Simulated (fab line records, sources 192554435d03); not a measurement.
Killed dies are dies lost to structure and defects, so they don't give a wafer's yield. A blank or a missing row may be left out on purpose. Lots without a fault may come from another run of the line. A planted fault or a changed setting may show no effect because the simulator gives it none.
Chamber matching | flow n5_finfet | N5_HKMG_FIN_ETCH_58 on rie_diel-02: 4 sister chambers
The step etches SOC in N2/H2, target depth 215.8 nm, time 741 s. 4 wafers are shown with their chamber, then 8 later ones without.

WAFERS WITH THEIR CHAMBER
wafer  | chamber | drypump_motor_current_A (A)
L089.4 | 0       | 5.5
L091.4 | 2       | 4.7
L091.5 | 3       | 6.4
L095.1 | 1       | 5.3

WAFERS WITHOUT THEIR CHAMBER
wafer  | drypump_motor_current_A (A)
L095.3 | 6.4
L095.5 | 5.5
L096.1 | 4.7
L096.2 | 5.3
L096.5 | 6.5
L097.1 | 5.5
L097.2 | 5.3
L097.4 | 4.8

WHICH CHAMBER EACH WENT THROUGH
wafer  | from the rows above | in truth
L095.3 | 3                   | 3
L095.5 | 0                   | 0
L096.1 | 2                   | 2
L096.2 | 1                   | 1
L096.5 | 3                   | 3
L097.1 | 0                   | 0
L097.2 | 1                   | 1
L097.4 | 2                   | 2
Placed correctly: 8 of 8. Can't be placed from these rows: 0. Placed wrongly: 0.
How it was worked out, from the rows above alone: a wafer's distance from a chamber is the root of the sum, over the readings, of the square of ((its reading less the chamber's mean) divided by the reading's scatter). The wafer belongs to the nearest chamber; if the next one is less than 2 further off, it can't be placed. A chamber's mean is the mean of its shown wafers. The scatter: with one shown wafer a chamber, the root of the mean of the squares of how far each hidden wafer lies from its nearest shown one.
